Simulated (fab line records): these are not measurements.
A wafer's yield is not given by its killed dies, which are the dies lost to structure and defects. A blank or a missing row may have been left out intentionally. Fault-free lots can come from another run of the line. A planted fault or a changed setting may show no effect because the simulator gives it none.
A lot that was struck, set against a sound lot | flow n5 finfet | 20 steps out of a route of 1938
Sound: wafers L231.2, L231.3, L231.6. Struck: wafers L225.1, L225.2, L225.5. The cause comes at the end.
For every step that has rows: the tool of each side, followed by ch and its chambers, followed by its first start. Under that, the readings that differ: sound wafers | struck wafers | difference of the means | sigmas: that difference in standard deviations of wafers without a fault.
alike: a reading whose means differ by less than 2 such deviations, as well as words and numbers matching on both sides. not compared: withheld readings; readings where some wafer has no value; bounds like >300 that might hide an equal value; numbers whose values overlap and for which the record gives no deviation.
Wherever a step has rows on one side only, a row that says differs or no value, or a row with sigmas, the two part there. Non-overlapping numbers with no deviation appear without sigmas and do not part them. A reading that every wafer of one side lacks parts them only if that side has two wafers or more.

first, 9 steps without rows for these wafers: N5_BEOL_M0_CUTY_SOFTBAKE_53 (time 60 s); N5_BEOL_M0_CUTY_EXPOSE_54 (exposes mask M0 ABLK); N5_BEOL_M0_CUTY_PEB_55 (peb time 60 s); N5_BEOL_M0_CUTY_DEVELOP_56 (develop time 30 s); N5_BEOL_M0_CUTY_DESCUM_61 (chemistry O2, time 7.9 s); N5_BEOL_M0_CUTY_ETCH_62 (etches SiARC in CF4, time 58.5 s); N5_BEOL_M0_CUTY_ETCH_63 (etches SOC in N2/H2, target depth 82.7 nm, overetch 16.5 nm, time 124 s); N5_BEOL_M0_CUTY_STRIP_64 (strips in N2/H2); N5_BEOL_M0_ETCH_138 (etches SiCN in CH3F/O2, target depth 12 nm, time 31.6 s).
N5_BEOL_M0_HM_OPEN_105: chemistry Cl2/BCl3, target TiN, target depth 12 nm.
  sound on rie metal-01 ch 0,1, day 8 08:33; struck on rie metal-01 ch 0,1, day 6 19:29
  no value came back on the struck wafers for any of 7 readings (bcl3 flow sccm (sccm), bias w (W) and others); on the sound wafers bcl3 flow sccm (sccm) reads 21.85 21.76 21.66
  reading                                               | sound       | struck    | difference | sigmas
  model.SiO2_of_BEOL_M0_SAQP_SPACER2_ALD_26.thk nm (nm) | 2.8 2.8 2.8 | 5.2 5.2 5 | +2.3       |
  not compared: rf hours counter h
then, 3 steps without rows for these wafers: N5_BEOL_M0_STRIP_140 (strips in CF4); N5_BEOL_M0_STRIP_104 (strips in N2/H2); N5_BEOL_M0_WET_ETCH_106 (etches SiO2 in DHF, target depth 130 nm, rinse time 30 s).
N5_BEOL_M0_ETCH_128: etches SiCN in CF4/N2, target depth 12 nm, overetch 5.1 nm, time 21.4 s.
  sound on rie diel-01 ch 0,1, day 8 08:56; struck on rie diel-03 ch 0,2,3, day 6 19:53
  reading               | sound          | struck         | difference | sigmas
  oes product au (a.u.) | 0.47 0.56 0.47 | 0.29 0.29 0.26 | -0.22      | -4
  alike: bias w, chamber pressure mTorr, drypump motor current A, rf fwd power W, rf vpp V, showerhead plenum p Torr, throttle valve pct
  not compared: rf hours counter h
then, 2 steps without rows for these wafers: N5_BEOL_M0_TRENCH_ETCH_107 (etches SiOC in C4F6/O2, target depth 32.8 nm, time 16.4 s); N5_BEOL_M0_STRIP_142 (strips in N2/H2, time 10 s).
N5_BEOL_M0_OCD_MEAS_108:
  sound on ocd-02, day 8 09:05; struck on ocd-02, day 6 20:02
  reading              | sound          | struck | difference | sigmas
  trench depth nm (nm) | 33.1 32.5 32.5 | 0 0 0  | -33        | -58
then, 1 step without rows for these wafers: N5_BEOL_M0_HM_STRIP_129 (strips TiN in peroxide tin strip, target depth 17 nm, time 108 s).
N5_BEOL_M4_RC_MEAS_101:
  the record has rows for the sound wafers here (prober-02 ch 0, day 11 14:32) and none for the struck ones
-- the record jumps here: 7 days lie between the struck wafers' starts before and after (it left off in module BEOL_M4 and takes up again in module PASSIVATION, whose first step shown is number 1936 of the route) --
N5_PASSIVATION_PROBE_49:
  only the struck wafers here have rows in the record (prober-01, day 14 06:22); the sound ones have none

== WHERE THEY PART ==
At N5_BEOL_M0_HM_OPEN_105 first; at N5_PASSIVATION_PROBE_49 last (within this record only).

WHY: what had been put in by the simulator
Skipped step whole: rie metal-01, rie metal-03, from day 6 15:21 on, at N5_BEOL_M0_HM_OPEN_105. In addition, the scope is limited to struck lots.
